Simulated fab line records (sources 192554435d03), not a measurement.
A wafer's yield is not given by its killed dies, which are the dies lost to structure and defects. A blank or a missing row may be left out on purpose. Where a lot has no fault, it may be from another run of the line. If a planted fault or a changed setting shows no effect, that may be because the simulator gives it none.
Split-lot experiment | flow n5Finfet | 39 wafers read across 7 lots, on a route 1938 steps long

## ON THE SPLIT
At N5_DUMMY_GATE_HM_DEP_06 (deposits SiNx from DCS/NH3, target thk 80 nm, time 5141 s), the setting targetThkA was moved away from the recipe's 800 angstrom on 24 of the 39 wafers read, by -12.5% to -4.8%. The other wafers ran this setting at the recipe's value.

The split's own step is where the reading is taken.

## THE READING
SiNx_of_DUMMY_GATE_HM_DEP_06.thkNm (the simulator's own value, which no gauge read), in nm, at N5_DUMMY_GATE_HM_DEP_06 (deposits SiNx from DCS/NH3, target thk 80 nm, time 5141 s). There is no usual value for it anywhere in the file. The 15 wafers here that ran the recipe average 79.6 nm, standard deviation 0.49 nm.

wafer  | tool, chamber at the split | targetThkA as run, angstrom | against the recipe | SiNx_of_DUMMY_GATE_HM_DEP_06.thkNm, nm | against lot-mates on the recipe
L076.1 | -, -                       | 761.4                       | -4.8%              | 76.2                                   | no lot-mate on the recipe
L076.6 | -, -                       | 761.4                       | -4.8%              | 76.2                                   | no lot-mate on the recipe
L076.2 | -, -                       | 761.4                       | -4.8%              | 76.6                                   | no lot-mate on the recipe
L076.3 | -, -                       | 761.4                       | -4.8%              | 76.6                                   | no lot-mate on the recipe
L076.4 | -, -                       | 761.4                       | -4.8%              | 76.4                                   | no lot-mate on the recipe
L076.5 | -, -                       | 761.4                       | -4.8%              | 76.8                                   | no lot-mate on the recipe
L078.1 | -, -                       | 727                         | -9.1%              | 72.2                                   | no lot-mate on the recipe
L078.2 | -, -                       | 727                         | -9.1%              | 73                                     | no lot-mate on the recipe
L078.3 | -, -                       | 727                         | -9.1%              | 72.8                                   | no lot-mate on the recipe
L078.6 | -, -                       | 727                         | -9.1%              | 72.8                                   | no lot-mate on the recipe
L078.4 | -, -                       | 727                         | -9.1%              | 72.4                                   | no lot-mate on the recipe
L078.5 | -, -                       | 727                         | -9.1%              | 72.4                                   | no lot-mate on the recipe
L081.1 | -, -                       | 699.6                       | -12.5%             | 71.4                                   | no lot-mate on the recipe
L081.2 | -, -                       | 699.6                       | -12.5%             | 70.2                                   | no lot-mate on the recipe
L081.3 | -, -                       | 699.6                       | -12.5%             | 70.2                                   | no lot-mate on the recipe
L081.4 | -, -                       | 699.6                       | -12.5%             | 71                                     | no lot-mate on the recipe
L081.5 | -, -                       | 699.6                       | -12.5%             | 71                                     | no lot-mate on the recipe
L081.6 | -, -                       | 699.6                       | -12.5%             | 70.4                                   | no lot-mate on the recipe
L090.2 | lpcvd-02, 1/45             | 800                         | recipe             | 79.8                                   | -
L090.4 | lpcvd-02, 1/54             | 800                         | recipe             | 80                                     | -
L090.6 | lpcvd-02, 1/64             | 800                         | recipe             | 79                                     | -
L091.1 | -, -                       | 800                         | recipe             | 79.2                                   | -
L091.2 | -, -                       | 800                         | recipe             | 79.8                                   | -
L091.3 | -, -                       | 800                         | recipe             | 78.4                                   | -
L091.4 | -, -                       | 800                         | recipe             | 79                                     | -
L091.5 | -, -                       | 800                         | recipe             | 79.6                                   | -
L091.6 | -, -                       | 800                         | recipe             | 79.4                                   | -
L096.1 | -, -                       | 800                         | recipe             | 80                                     | -
L096.2 | -, -                       | 800                         | recipe             | 79.8                                   | -
L096.4 | -, -                       | 800                         | recipe             | 79.8                                   | -
L096.6 | -, -                       | 800                         | recipe             | 79.8                                   | -
L096.3 | -, -                       | 800                         | recipe             | 79.4                                   | -
L096.5 | -, -                       | 800                         | recipe             | 80.4                                   | -
L097.1 | -, -                       | 760.4                       | -4.9%              | 75.8                                   | no lot-mate on the recipe
L097.3 | -, -                       | 760.4                       | -4.9%              | 75.8                                   | no lot-mate on the recipe
L097.2 | -, -                       | 760.4                       | -4.9%              | 76.2                                   | no lot-mate on the recipe
L097.4 | -, -                       | 760.4                       | -4.9%              | 76.4                                   | no lot-mate on the recipe
L097.5 | -, -                       | 760.4                       | -4.9%              | 76.4                                   | no lot-mate on the recipe
L097.6 | -, -                       | 760.4                       | -4.9%              | 76.4                                   | no lot-mate on the recipe

FIT RESULTS
A straight line over all 39 wafers: SiNx_of_DUMMY_GATE_HM_DEP_06.thkNm changes by +0.722 nm for each +1% of targetThkA; r = +0.99; the points scatter about the line by 0.47 nm.
Too few moved wafers with a lot-mate on the recipe to fit a line net of each lot's own level.

## THE FILE'S OWN FIT
SiNx_of_DUMMY_GATE_HM_DEP_06.thkNm changes by +0.722 nm for each +1% of targetThkA, r = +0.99.
